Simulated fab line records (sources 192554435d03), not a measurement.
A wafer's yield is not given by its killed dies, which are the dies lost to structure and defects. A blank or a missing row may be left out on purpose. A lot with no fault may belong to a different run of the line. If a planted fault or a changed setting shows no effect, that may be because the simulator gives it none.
Matching of chambers | flow n5_finfet | 4 sister chambers for N5_DUMMY_GATE_TRIM_49 on rie_si-06
The step chemistry O2, time 29 s, target cd 14 nm. 8 wafers are shown with their chamber, then 12 later ones without.

WAFERS PAIRED WITH THEIR CHAMBERS
wafer  | chamber | drypump_motor_current_A (A) | throttle_valve_pct (%)
L082.6 | 1       | 6.0                         | 8.03
L089.4 | 2       | 5.5                         | 7.97
L091.1 | 0       | 6.4                         | 7.88
L091.2 | 2       | 5.5                         | 7.98
L091.4 | 1       | 6.0                         | 8.03
L092.2 | 3       | 5.9                         | 8.45
L092.4 | 0       | 6.3                         | 7.87
L092.5 | 3       | 5.9                         | 8.46

WAFERS WHOSE CHAMBER IS MISSING
wafer  | drypump_motor_current_A (A) | throttle_valve_pct (%)
L093.2 | 6.3                         | 7.88
L093.4 | 6.0                         | 8.04
L093.6 | 5.8                         | 8.44
L094.4 | 5.9                         | 8.44
L094.5 | 5.5                         | 7.98
L094.6 | 5.9                         | 8.43
L095.1 | 5.9                         | 8.02
L095.3 | 6.3                         | 7.88
L095.6 | 6.0                         | 8.02
L096.1 | 5.9                         | 8.44
L096.3 | 6.3                         | 7.87
L096.4 | 5.5                         | 7.97

CHAMBER TAKEN BY EACH
wafer  | from the rows above | in truth
L093.2 | 0                   | 0
L093.4 | 1                   | 1
L093.6 | 3                   | 3
L094.4 | 3                   | 3
L094.5 | 2                   | 2
L094.6 | 3                   | 3
L095.1 | 1                   | 1
L095.3 | 0                   | 0
L095.6 | 1                   | 1
L096.1 | 3                   | 3
L096.3 | 0                   | 0
L096.4 | 2                   | 2
Placed correctly: 12 of 12. Number that these rows cannot place: 0. Placed wrongly: 0.
How it was worked out, from the rows above alone: a wafer's distance from a chamber is the root of the sum, over the readings, of the square of ((its reading less the chamber's mean) divided by the reading's scatter). The wafer belongs to the nearest chamber; if the next one is less than 2 further off, it can't be placed. A chamber's mean is the mean of its shown wafers. The scatter: the root of (the sum of the squares of (reading less its chamber's mean) over the shown wafers, divided by (wafers less chambers)).
